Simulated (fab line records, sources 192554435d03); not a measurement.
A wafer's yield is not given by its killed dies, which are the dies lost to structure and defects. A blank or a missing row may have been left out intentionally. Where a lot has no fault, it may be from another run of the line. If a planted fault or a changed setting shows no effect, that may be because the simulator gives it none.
Matching of chambers | flow n5_finfet | 3 sister chambers for N5_BEOL_M2_PECVD_72 on pecvd-03
The step deposits SiO2 from TEOS/O2, target thk 16 nm, time 18 s. 3 wafers are shown with their chamber, then 8 later ones without.

== WAFERS PAIRED WITH THEIR CHAMBERS ==
wafer  | chamber | showerhead_plenum_p_Torr (Torr)
L464.4 | 2       | 8.72
L465.1 | 1       | 8.82
L466.2 | 0       | 8.79

== WAFERS MISSING THEIR CHAMBER ==
wafer  | showerhead_plenum_p_Torr (Torr)
L466.3 | 8.81
L466.6 | 8.71
L477.1 | 8.80
L477.4 | 8.81
L477.6 | 8.77
L478.1 | 8.77
L478.2 | 8.82
L478.6 | 8.69

== WHICH CHAMBER EACH ONE RAN IN ==
wafer  | from the rows above          | in truth
L466.3 | can't be placed: 1 or 0      | 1
L466.6 | 2                            | 2
L477.1 | can't be placed: 0 or 1      | 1
L477.4 | can't be placed: 1 or 0      | 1
L477.6 | can't be placed: 0 or 2 or 1 | 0
L478.1 | can't be placed: 0 or 2 or 1 | 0
L478.2 | can't be placed: 1 or 0      | 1
L478.6 | 2                            | 2
2 of 8 placed correctly. These rows do not allow placing 6 (true chamber among the candidates in 6). Placed wrongly: 0.
How it was worked out, from the rows above alone: a wafer's distance from a chamber is the root of the sum, over the readings, of the square of ((its reading less the chamber's mean) divided by the reading's scatter). If the next closest chamber is less than 2 further off than the closest, the wafer can't be placed; otherwise it belongs to the closest. For every chamber, the mean is computed from those of its wafers that are shown. The scatter: root of mean squared gap, hidden wafer to nearest shown wafer, with one shown wafer a chamber.
